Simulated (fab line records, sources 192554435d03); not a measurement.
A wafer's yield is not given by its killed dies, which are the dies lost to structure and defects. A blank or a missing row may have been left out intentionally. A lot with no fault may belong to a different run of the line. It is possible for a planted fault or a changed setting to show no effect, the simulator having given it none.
Chamber matching | flow n5-finfet | 4 sister chambers for N5_ILD0_LINER_00 on ald-sin-04
The step material SiNx, target thk 4 nm, pulse time 1 s, purge time 2 s. 4 wafers are shown with their chamber, then 8 later ones without.

## EACH WAFER AND ITS CHAMBER
wafer  | chamber | heater-power-w (W)
L083.3 | 3       | 834
L084.1 | 0       | 714
L084.3 | 1       | 828
L088.2 | 2       | 647

## WAFERS WHOSE CHAMBER IS MISSING
wafer  | heater-power-w (W)
L088.3 | 837
L088.5 | 831
L090.1 | 649
L090.3 | 847
L090.4 | 733
L094.3 | 671
L094.4 | 833
L094.5 | 710

## WHICH CHAMBER EACH WENT THROUGH
wafer  | from the rows above     | in truth
L088.3 | can't be placed: 3 or 1 | 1
L088.5 | can't be placed: 1 or 3 | 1
L090.1 | 2                       | 2
L090.3 | can't be placed: 3 or 1 | 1
L090.4 | 0                       | 0
L094.3 | can't be placed: 2 or 0 | 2
L094.4 | can't be placed: 3 or 1 | 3
L094.5 | 0                       | 0
Correctly placed: 3 of 8. From these rows, 5 cannot be placed; in 5 the true chamber is one of the candidates. 0 placed wrongly.
How it was worked out, from the rows above alone: a wafer's distance from a chamber is the root of the sum, over the readings, of the square of ((its reading less the chamber's mean) divided by the reading's scatter). If the next closest chamber is less than 2 further off than the closest, the wafer can't be placed; otherwise it belongs to the closest. The mean given for a chamber averages the wafers shown for that chamber. The scatter (one wafer shown for each chamber): square how far every hidden wafer sits from the nearest shown wafer, average those squares and take the square root.
